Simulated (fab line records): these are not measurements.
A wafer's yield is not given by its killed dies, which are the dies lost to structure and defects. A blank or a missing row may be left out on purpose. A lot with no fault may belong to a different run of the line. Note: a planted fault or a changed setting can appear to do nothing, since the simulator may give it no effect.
Split-lot experiment -- flow n5_finfet -- 21 wafers read from 7 lots, route of 1938 steps

SPLIT DETAILS
At N5_BEOL_M6_EXPOSE_25 (exposes mask V5, target cd 40 nm), the setting dose_mj was moved away from the recipe's 45 on 5 of the 21 wafers read, by -7.1% to -5.3%. All remaining wafers had this setting at the recipe value.

FROM THE SPLIT TO THE READING: what the file shows between them, 2 steps
- N5_BEOL_M6_PEB_26: peb time 60 s
- N5_BEOL_M6_DEVELOP_27: develop time 30 s

THE READING
cd_nm (nm) at N5_BEOL_M6_CD_MEAS_28, where the cd target is 40 nm. Typical for fault-free wafers on this fab line: 39.89 nm, with standard deviation 0.24 nm.

wafer,"tool, chamber at the split",dose_mj as run,against the recipe,"cd_nm, nm",against lot-mates on the recipe
L074.1,"euv_scanner-01, 0",45,recipe,40.16,-
L074.3,"euv_scanner-01, 0",45,recipe,39.93,-
L074.6,"euv_scanner-01, 0",42.62,-5.3%,38.69,-1.36
L080.1,"euv_scanner-01, 0",45,recipe,40.41,-
L080.2,"euv_scanner-01, 0",45,recipe,40.09,-
L080.6,"euv_scanner-01, 0",45,recipe,39.72,-
L087.2,"euv_scanner-01, 0",45,recipe,40.25,-
L087.4,"euv_scanner-01, 0",45,recipe,39.72,-
L087.5,"euv_scanner-01, 0",45,recipe,39.93,-
L090.1,"euv_scanner-01, 0",45,recipe,39.75,-
L090.3,"euv_scanner-01, 0",45,recipe,39.89,-
L090.6,"euv_scanner-01, 0",45,recipe,39.98,-
L088.2,"euv_scanner-01, 0",42.36,-5.9%,38.57,-1.49
L088.5,"euv_scanner-01, 0",45,recipe,40.16,-
L088.6,"euv_scanner-01, 0",45,recipe,39.97,-
L095.3,"euv_scanner-02, 0",41.8,-7.1%,37.95,no lot-mate on the recipe
L095.4,"euv_scanner-02, 0",41.8,-7.1%,38.38,no lot-mate on the recipe
L095.6,"euv_scanner-02, 0",41.8,-7.1%,38.08,no lot-mate on the recipe
L093.1,"euv_scanner-01, 0",45,recipe,39.77,-
L093.4,"euv_scanner-01, 0",45,recipe,39.99,-
L093.6,"euv_scanner-01, 0",45,recipe,39.44,-

THE FIT
A straight line over all 21 wafers: cd_nm changes by +0.25 nm for each +1% of dose_mj; r = +0.96; the points scatter about the line by 0.23 nm.
The same after taking each lot's own level away (the mean of its wafers on the recipe; 18 wafers): +0.255 nm for each +1%; r = +0.93; scatter 0.19 nm.
On that fit, the largest move of dose_mj shifts the reading by 1.8 nm.
Measured against the standard deviation above, the lots' own levels, which go from 39.733 to 40.073 nm, span 1.4 times it.
The two slopes are in agreement: the lot-to-lot level therefore moves the slope only a little.
Check: for one of the wafers moved furthest among these (-5.9%), held out of the fit, the line's prediction against its lot-mates is -1.5 nm. Against them it came out at -1.49 nm.

ADDITIONAL SPLITS CARRIED BY THESE WAFERS
Note: prior to the reading, these wafers also went through further splits. Each is held against what the fit with the lots' levels taken away leaves over:
other split on the same wafers,wafers away from the commonest value,r with cd_nm (lot level and that fit taken away)
N5_BEOL_M5_EXPOSE_25 dose_mj,4,+0.12

THE WHOLE CHAIN: every reading that the file lists as answering this split, in the file's order
step,what it does,reading,change (the file's fit),r (the file's)
N5_BEOL_M6_CD_MEAS_28,target cd 40 nm,cd_nm,+0.255 nm for each +1% of the setting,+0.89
N5_BEOL_M6_DESCUM_33,"chemistry O2, time 7 s","BEOL_M6.cd_nm (the simulator's own value, which no gauge read)",+0.215 nm for each +1% of the setting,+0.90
N5_BEOL_M6_ETCH_72,"etches underlayer in N2/H2, target depth 6.5 nm, time 5.2 s","BEOL_M6.cd_nm (the simulator's own value, which no gauge read)",+0.232 nm for each +1% of the setting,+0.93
N5_BEOL_M6_ETCH_65,"etches SiARC in CF4, target depth 15.6 nm, time 26 s","BEOL_M6.cd_nm (the simulator's own value, which no gauge read)",+0.251 nm for each +1% of the setting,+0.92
N5_BEOL_M6_ETCH_66,"etches SOC in N2/H2, target depth 80 nm, overetch 16 nm, time 120 s","BEOL_M6.cd_nm (the simulator's own value, which no gauge read)",+0.279 nm for each +1% of the setting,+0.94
N5_BEOL_M6_VIA_ETCH_34,"etches SiCOH lowk in C4F6/O2, target depth 126.3 nm, time 50.9 s","BEOL_M6.cd_nm (the simulator's own value, which no gauge read)",+0.296 nm for each +1% of the setting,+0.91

FILE'S OWN FIT
cd_nm changes by +0.255 nm for each +1% of dose_mj, r = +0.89.
